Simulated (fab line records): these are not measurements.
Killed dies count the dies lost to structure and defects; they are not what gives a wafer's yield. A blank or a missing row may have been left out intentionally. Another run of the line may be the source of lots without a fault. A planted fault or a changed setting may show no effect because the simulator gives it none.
Comparing a struck lot with a sound one || flow n5Finfet || 45 steps out of a route of 1938
Sound: wafers L751.1, L751.3, L751.5. Struck: wafer L763.4; the same lot's L763.6 was not struck, so it is left out; see the end for the cause.
Order at every step that has rows: each side's tool, ch and its chambers, its first start. Under that, the readings that differ: sound wafers || struck wafers || difference of the means || sigmas: that difference in standard deviations of wafers without a fault.
alike: same words and numbers on both sides, and readings whose means sit less than 2 such deviations apart. not compared: any withheld reading, any reading some wafer has no value for, any bound like >300 that may hide the same value, and any number with overlapping values for which the record gives no deviation.
A row with sigmas, a row that says differs or no value, or rows on one side alone: a step with any of these is where the two part. Numbers that have no deviation but don't overlap get no sigmas and don't part them. Lack of a reading on every wafer of one side parts them only where that side has two or more wafers.

first, 11 steps without rows for these wafers: N5_BEOL_M4_DESCUM_33 (chemistry O2, time 7 s); N5_BEOL_M4_ETCH_77 (etches underlayer in N2/H2, target depth 6.5 nm, time 5.2 s); N5_BEOL_M4_ETCH_69 (etches SiARC in CF4, target depth 15.6 nm, time 26 s); N5_BEOL_M4_ALD_98 (deposits SiO2, target thk 2.5 nm, pulse time 1 s, co reactant pulse time 1 s); N5_BEOL_M4_ETCHBACK_99 (etches SiO2 in CHF3, target depth 5 nm, time 10.4 s); N5_BEOL_M4_ETCH_70 (etches SOC in N2/H2, target depth 80 nm, overetch 24 nm, time 130 s); N5_BEOL_M4_STRIP_71 (strips in N2/H2); N5_BEOL_M4_STRIP_78 (strips in N2/H2); N5_BEOL_M4_VIA_ETCH_34 (etches the open film in C4F6/O2, target depth 69.4 nm, time 65.9 s); N5_BEOL_M4_STRIP_83 (strips in C4F6/O2); N5_BEOL_M4_STRIP_36 (strips in N2/H2).
N5_BEOL_M4_TRENCH_ETCH_37: etches SiOC in C4F6/O2, target depth 55.555 nm, time 29.2 s.
  sound on rieDiel-03 ch 0,1, day 8 21:27; struck on rieDiel-03 ch 2, day 12 13:33
{"reading": "runLengthS (s)", "sound": "51.9 52.6 51.9", "struck": 56.7, "difference": "+4.6", "sigmas": "+10"}
{"reading": "throttleValvePct (%)", "sound": "20.87 20.83 20.87", "struck": 21.36, "difference": "+0.50", "sigmas": "+3"}
{"reading": "model.BEOL_M4.featureDepthNm (nm)", "sound": "54.8 55.6 54.6", "struck": 62.6, "difference": "+7.6", "sigmas": ""}
{"reading": "model.etch.depthNm (nm)", "sound": "54.85 55.55 54.56", "struck": 62.65, "difference": "+7.66", "sigmas": ""}
{"reading": "model.TiN_of_BEOL_M4_HM_DEP_02.thkNm (nm)", "sound": "17.8 18 17.8", "struck": 17, "difference": -1, "sigmas": ""}
  alike: drypumpMotorCurrentA, oesProductAu, rfFwdPowerW, rfVppV, showerheadPlenumPTorr
  not compared: rfHoursCounterH
then, 2 steps without rows for these wafers: N5_BEOL_M4_ETCH_41 (etches SiCN in CH3F/O2, target depth 29.9 nm, time 52.5 s); N5_BEOL_M4_STRIP_97 (strips in N2/H2, time 10 s).
N5_BEOL_M4_OCD_MEAS_38:
  sound on ocd-02, day 8 21:36; struck on ocd-01, day 12 13:43
{"reading": "trenchDepthNm (nm)", "sound": "55.0 55.4 55.1", "struck": 62.9, "difference": "+7.7", "sigmas": "+6"}
then, 25 steps without rows for these wafers: N5_BEOL_M4_HM_STRIP_39 (strips TiN in peroxide tin strip, target depth 25 nm, time 158 s); N5_BEOL_M4_SRD_40 (time 30 s); N5_BEOL_M4_PRECLEAN_42 (cleans in residue remover, time 60 s); N5_BEOL_M4_SRD_43 (time 30 s); N5_BEOL_M4_DEGAS_44 (time 60 s); N5_BEOL_M4_PRE_CLEAN_45 (time 30 s); N5_BEOL_M4_ALD_84 (deposits TaN, pulse time 2 s, purge time 3 s, co reactant purge time 2 s); N5_BEOL_M4_SURFACE_TREAT_85; N5_BEOL_M4_CVD_47 (deposits Co from CCTBA/H2, target thk 3 nm, time 223.8 s); N5_BEOL_M4_SPUTTER_48 (material Cu, target thk 4.5 nm, time 8.29 s); N5_BEOL_M4_ANNEAL_49 (time 240 s); N5_BEOL_M4_SPUTTER_79 (material Cu, target thk 4.5 nm, time 8.29 s); N5_BEOL_M4_ANNEAL_80 (time 240 s); N5_BEOL_M4_SPUTTER_81 (material Cu, target thk 4.5 nm, time 8.29 s); N5_BEOL_M4_ANNEAL_82 (time 240 s); N5_BEOL_M4_SPUTTER_86 (material Cu, target thk 4.5 nm, time 8.29 s); N5_BEOL_M4_ANNEAL_87 (time 240 s); N5_BEOL_M4_SPUTTER_88 (material Cu, target thk 4.5 nm, time 8.29 s); N5_BEOL_M4_ANNEAL_89 (time 240 s); N5_BEOL_M4_SPUTTER_90 (material Cu, target thk 4.5 nm, time 8.29 s); N5_BEOL_M4_ANNEAL_91 (time 240 s); N5_BEOL_M4_SPUTTER_92 (material Cu, target thk 4.5 nm, time 8.29 s); N5_BEOL_M4_ANNEAL_93 (time 240 s); N5_BEOL_M4_SPUTTER_94 (material Cu, target thk 4.5 nm, time 8.29 s); N5_BEOL_M4_ANNEAL_95 (time 240 s).
N5_BEOL_M4_CMP_52: polishes, stops on SiOC, t overpolish 6.8 s, target thk 40 nm.
  sound on cmp-04 ch 0,1,2, day 9 00:55; struck on cmp-01 ch 3, day 12 18:59
{"reading": "model.Cu_of_BEOL_M4_ECD_50.thkNm (nm)", "sound": "38.2 38.8 40.2", "struck": 47.4, "difference": "+8.3", "sigmas": ""}
  alike: barrierFieldEndpointS, motorCurrentA, overpolishRunS, timeToEndpointS
N5_BEOL_M4_THK_MEAS_53: measures by xrf.
  sound on filmMetro-01, day 9 01:12; struck on filmMetro-02, day 12 19:17
{"reading": "M4_THK (nm)", "sound": "38.1 38.8 40.2", "struck": 47.3, "difference": "+8.3", "sigmas": "+5"}
N5_BEOL_M4_RS_MEAS_58: measures by four-point-probe.
  sound on filmMetro-02, day 9 01:29; struck on filmMetro-01, day 12 19:34
{"reading": "M4_RS (ohm/sq)", "sound": "0.71 0.69 0.66", "struck": 0.54, "difference": -0.15, "sigmas": -4}
N5_BEOL_M4_RC_MEAS_101:
  sound on prober-02 ch 0, day 9 01:32; struck on prober-02 ch 0, day 12 20:05
{"reading": "IOFF_P (nA/um)", "sound": "0.26 0.21 0.21", "struck": 0.14, "difference": -0.09, "sigmas": -2}
{"reading": "SERP_M4 (ohm/um)", "sound": "202 204 193", "struck": 158, "difference": -42, "sigmas": -3}
{"reading": "SS_N (mV/dec)", "sound": "71.3 71.1 71.5", "struck": 69.8, "difference": -1.5, "sigmas": -2}
{"reading": "VT_N (mV)", "sound": "244.3 250.9 249.8", "struck": 257.7, "difference": "+9.4", "sigmas": "+3"}
{"reading": "VT_P (mV)", "sound": "-245 -248 -249", "struck": -256, "difference": -9, "sigmas": -2}
  alike: DIBL_N, DIBL_P, IOFF_N, ION_N, ION_P, SS_P
-- a jump in the record: the struck wafers' starts before and after are 4 days apart (it breaks off in module BEOL_M4 and resumes in module PASSIVATION, where the first step shown is number 1936 of the route) --
N5_PASSIVATION_PROBE_49:
  rows exist in the record for the struck wafers here (prober-02, day 16 17:25), but not for the sound ones

== WHERE THEY PART ==
At N5_BEOL_M4_TRENCH_ETCH_37 first; at N5_PASSIVATION_PROBE_49 last (within this record only).

WHY: what had been put in by the simulator
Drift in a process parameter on rieDiel-03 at N5_BEOL_M4_TRENCH_ETCH_37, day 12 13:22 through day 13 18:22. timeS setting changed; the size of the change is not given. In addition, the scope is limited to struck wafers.
